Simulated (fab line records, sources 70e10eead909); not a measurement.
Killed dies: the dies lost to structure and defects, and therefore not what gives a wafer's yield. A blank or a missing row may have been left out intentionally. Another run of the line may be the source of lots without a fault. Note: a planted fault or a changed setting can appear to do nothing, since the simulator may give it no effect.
Struck lot and sound lot, side by side -- flow nandHarc -- 14 steps out of a route of 1159
Sound: these wafers, L324.2, L324.3, L324.6. Struck: wafer L335.5 (L335.1, L335.4, from the same lot, were not struck and are left out); the cause is given at the end.
Each step with rows lists, per side, the tool, then ch with its chambers, then its first start. Under that, the readings that differ: sound wafers -- struck wafers -- difference of the means -- sigmas: that difference in standard deviations of wafers without a fault.
alike: readings whose means differ by less than 2 such deviations, and words and numbers that are the same on both sides. not compared: withheld readings, readings that some wafer has no value for, bounds like >300 that may hide the same value, and numbers for which the record gives no deviation and whose values overlap.
A row with sigmas, a row that says differs or no value, or rows on one side alone: a step with any of these is where the two part. Non-overlapping numbers with no deviation appear without sigmas and do not part them. A reading that every wafer of one side lacks parts them only if that side has two wafers or more.

first, 8 steps without rows for these wafers: NHARC_A_SGD_CUT_COAT_56 (time 75 s); NHARC_A_SGD_CUT_COAT_57 (time 65 s); NHARC_A_SGD_CUT_COAT_03 (resist thk 90 nm); NHARC_A_SGD_CUT_SOFTBAKE_04 (time 55 s); NHARC_A_SGD_CUT_EBR_05; NHARC_A_SGD_CUT_EXPOSE_06 (exposes mask SGD); NHARC_A_SGD_CUT_PEB_07 (peb time 65 s); NHARC_A_SGD_CUT_DEVELOP_08 (develop time 35 s).
NHARC_A_SGD_CUT_CD_MEAS_09: the cd target is 100 nm.
  sound on cdSem-03 ch 0, day 15 11:58; struck on cdSem-01 ch 0, day 18 23:31
  alike: cdNm
NHARC_A_SGD_CUT_OVL_MEAS_10:
  sound on overlay-01, day 15 12:04; struck on overlay-01, day 18 23:37
  alike: overlayXNm, overlayYNm
NHARC_A_SGD_CUT_INSPECT_11:
  sound on defectInspect-02, day 15 12:06; struck on defectInspect-01, day 18 23:39
  alike: rawDefectCount
NHARC_A_SGD_CUT_DESCUM_14: chemistry O2, time 3 s.
  sound on rieDiel-04 ch 0,2,3, day 15 12:10; struck on rieDiel-08 ch 0, day 18 23:43
  alike: drypumpMotorCurrentA, oesProductAu, rfVppV, showerheadPlenumPTorr, throttleValvePct
  not compared: rfHoursCounterH
NHARC_A_SGD_CUT_ETCH_58: etches the open film in CF4, target depth 39 nm, time 65 s.
  sound on rieDiel-04 ch 0,1,3, day 15 12:14; struck on rieDiel-08 ch 0, day 18 23:48
reading,sound,struck,difference,sigmas
oesProductAu (a.u.),0.995 1.017 1.015,0.878,-0.131,-15
  alike: drypumpMotorCurrentA, rfVppV, showerheadPlenumPTorr, throttleValvePct
  not compared: rfHoursCounterH
NHARC_A_SGD_CUT_ETCH_59: etches the open film in N2/H2, target depth 260 nm, time 406.25 s.
  sound on rieDiel-04 ch 1,3; struck on rieDiel-08 ch 3
reading,sound,struck,difference,sigmas
drypumpMotorCurrentA (A),6.2 5.9 5.9,5.2,-0.8,-2
oesProductAu (a.u.),1.000 1.023 1.024,0.995,-0.021,-2
  alike: rfVppV, showerheadPlenumPTorr, throttleValvePct
  not compared: rfHoursCounterH

WHERE THEY PART
First at NHARC_A_SGD_CUT_ETCH_58; last, within this record, at NHARC_A_SGD_CUT_ETCH_59.

WHY: what had been put in by the simulator
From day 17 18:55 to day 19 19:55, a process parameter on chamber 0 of rieDiel-08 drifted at NHARC_A_SGD_CUT_ETCH_58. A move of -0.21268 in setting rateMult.
